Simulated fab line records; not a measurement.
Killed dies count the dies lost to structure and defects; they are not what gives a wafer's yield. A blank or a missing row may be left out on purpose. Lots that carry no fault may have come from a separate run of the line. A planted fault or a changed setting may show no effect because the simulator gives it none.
Struck lot and sound lot, side by side ; flow nandHarc ; 26 steps out of a route of 1302
Sound: these wafers, L441.2, L441.4, L441.6. Struck: wafers L426.3, L426.5, L426.6. At the end, the cause is stated.
Order at every step that has rows: each side's tool, ch and its chambers, its first start. Under that, the readings that differ: sound wafers ; struck wafers ; difference of the means ; sigmas: that difference in standard deviations of wafers without a fault.
alike: same words and numbers on both sides, and readings whose means sit less than 2 such deviations apart. not compared: any withheld reading, any reading some wafer has no value for, any bound like >300 that may hide the same value, and any number with overlapping values for which the record gives no deviation.
A row with sigmas, a row that says differs or no value, or rows on one side alone: a step with any of these is where the two part. Numbers that have no deviation but don't overlap get no sigmas and don't part them. A reading that every wafer of one side lacks parts them only if that side has two wafers or more.

NHARC_P_CONTACT_CD_MEAS_19:
  sound on cdSem-03, day 14 13:30; struck on cdSem-03, day 8 02:16
  alike: cdNm
NHARC_P_CONTACT_STRIP_28: strips in O2.
  sound on rieDiel-10 ch 0,3, day 14 13:35; struck on rieDiel-06 ch 0,1,3, day 8 02:22
  alike: drypumpMotorCurrentA, oesProductAu, rfVppV, showerheadPlenumPTorr, throttleValvePct
  not compared: rfHoursCounterH
then, 4 steps without rows for these wafers: NHARC_P_CONTACT_STRIP_29 (strips in post etch residue remover, time 1200 s); NHARC_P_CONTACT_DEGAS_38 (time 60 s); NHARC_P_CONTACT_PRE_CLEAN_39 (time 19.5 s); NHARC_P_CONTACT_PVD_32 (deposits Ti, target thk 5 nm, time 17.7 s).
NHARC_P_CONTACT_ALD_22: deposits TiN, target thk 3 nm, pulse time 1 s, ald cycles 150.
  sound on aldMetal-03 ch 0,1, day 14 14:29; struck on aldMetal-02 ch 1,2,3, day 8 03:16
  alike: heaterPowerW, precursorPulseHeightRel
NHARC_P_CONTACT_CVD_23: deposits W, target thk 200 nm, time 557 s.
  sound on cvdW-01 ch 1; struck on cvdW-02 ch 0,1
reading;sound;struck;difference;sigmas
heaterPowerW (W);507 511 494;387 429 392;-101;-2
  alike: throttleValvePct
NHARC_P_CONTACT_CMP_24: polishes, t overpolish 30 s, target thk 200 nm.
  sound on cmp-01 ch 0,2, day 14 15:19; struck on cmp-04 ch 0,1, day 8 04:07
  alike: motorCurrentA, overpolishRunS, timeToEndpointS
next, for these wafers, 1 step has no rows: NHARC_P_CONTACT_SRD_26.
NHARC_P_CONTACT_INSPECT_27:
  sound on defectInspect-02, day 14 15:43; struck on defectInspect-02, day 8 04:29
  alike: rawDefectCount
NHARC_P_M0_DEP_00: deposits SiOC, target thk 150 nm.
  sound on pecvd-04 ch 0,1, day 14 15:53; struck on pecvd-04 ch 0,2, day 8 04:38
then, 9 steps without rows for these wafers: NHARC_P_M0_DEHYDRATE_01 (time 120 s); NHARC_P_M0_HMDS_02 (time 30 s); NHARC_P_M0_COAT_33 (time 65 s); NHARC_P_M0_COAT_03 (resist thk 90 nm); NHARC_P_M0_SOFTBAKE_04 (time 55 s); NHARC_P_M0_EBR_05; NHARC_P_M0_EXPOSE_06 (exposes mask P M0, target cd 90 nm); NHARC_P_M0_PEB_07 (peb time 65 s); NHARC_P_M0_DEVELOP_08 (develop time 35 s).
NHARC_P_M0_CD_MEAS_09: target cd 90 nm.
  sound on cdSem-02 ch 0, day 14 16:30; struck on cdSem-03 ch 0, day 8 05:16
  alike: cdNm
NHARC_P_M0_OVL_MEAS_10: pitch 180 nm.
  sound on overlay-01, day 14 16:35; struck on overlay-01, day 8 05:21
  alike: overlayXNm, overlayYNm
NHARC_P_M0_INSPECT_11:
  sound on defectInspect-01, day 14 16:37; struck on defectInspect-02, day 8 05:23
reading;sound;struck;difference;sigmas
rawDefectCount;6 10 7;349 343 321;+330;+99 or more
NHARC_P_M0_DESCUM_14: chemistry O2, time 3 s.
  sound on rieDiel-11 ch 2,3, day 14 16:41; struck on rieDiel-07 ch 0,1,2, day 8 05:28
  alike: drypumpMotorCurrentA, oesProductAu, rfVppV, showerheadPlenumPTorr, throttleValvePct
  not compared: rfHoursCounterH
-- the record jumps here: 19 days lie between the struck wafers' starts before and after (it left off in module P_M0 and takes up again in module END, whose first step shown is number 1302 of the route) --
NHARC_END_SORT_01:
  only the struck wafers appear in the record here, on prober-02 ch 0 at day 27 01:34; the sound ones have no rows

== WHERE THEY PART ==
First at NHARC_P_CONTACT_CVD_23; last, within this record, at NHARC_END_SORT_01.

WHY: what had been put in by the simulator
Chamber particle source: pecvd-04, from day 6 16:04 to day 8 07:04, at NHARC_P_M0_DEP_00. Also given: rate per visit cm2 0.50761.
